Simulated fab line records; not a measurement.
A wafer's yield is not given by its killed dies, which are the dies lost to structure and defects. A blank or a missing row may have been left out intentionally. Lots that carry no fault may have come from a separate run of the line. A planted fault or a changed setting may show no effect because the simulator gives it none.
Which tool was responsible?	flow nand harc	Sampling: 7 lots, 21 wafers, 3 of 1302 route steps

WHAT THE GAUGES SHOWED, per wafer
NHARC_END_SORT_01.
lot	measured	on	killed open
L854	day 29 09:18	prober-02	2 2 3
L855	day 30 13:02	prober-01	2 5 1
L858	day 31 09:37	prober-01	3 3 3

WHICH TOOL RAN EACH LOT (tool, then ch and the chambers of the sampled wafers, then the start)
lot	NHARC_P_M0_PVD_21	NHARC_P_M1_ANNEAL_31
L843	pvd sputter-03, day 6 17:54 or earlier	rtp anneal-01 ch 0, day 6 19:54
L846	pvd sputter-03, day 7 22:16 or earlier	rtp anneal-01 ch 0, day 8 00:26
L854	pvd sputter-03, day 11 08:23 or earlier	rtp anneal-02, day 11 10:21
L855	pvd sputter-03, day 12 07:29 or earlier	rtp anneal-02, day 12 09:20
L858	pvd sputter-03, day 13 02:32 or earlier	rtp anneal-01 ch 0, day 13 04:23
L861	pvd sputter-03, day 14 06:23 or earlier	rtp anneal-02 ch 0, day 14 08:15
L865	pvd sputter-01, day 15 18:34 or earlier	rtp anneal-02 ch 0, day 15 20:34
- NHARC_P_M0_PVD_21: deposits Cu, target thk 30 nm, time 20.49 s.
- NHARC_P_M1_ANNEAL_31: time 90 s.

THE ANSWER, worked out from the rows above alone
Rule: usual is defined by the lots themselves. The widest of any qualifying gaps counts: lots, ordered by their means at a reading, are off when they make up no more than a third of the lots, leave a main group of 4 or more, and stand apart from it by 3 or more times the standard deviation of that group's means. A main group whose means are all the same, to the digits that the tables above print for the reading, isn't used. A lot without any number at a reading at which 4 lots or more have one is off too. Any other lot the step has rows for is counted as sound.
None of the lots is off at any reading shown; this tells nothing.

WHAT THE SIMULATOR HAD INSERTED
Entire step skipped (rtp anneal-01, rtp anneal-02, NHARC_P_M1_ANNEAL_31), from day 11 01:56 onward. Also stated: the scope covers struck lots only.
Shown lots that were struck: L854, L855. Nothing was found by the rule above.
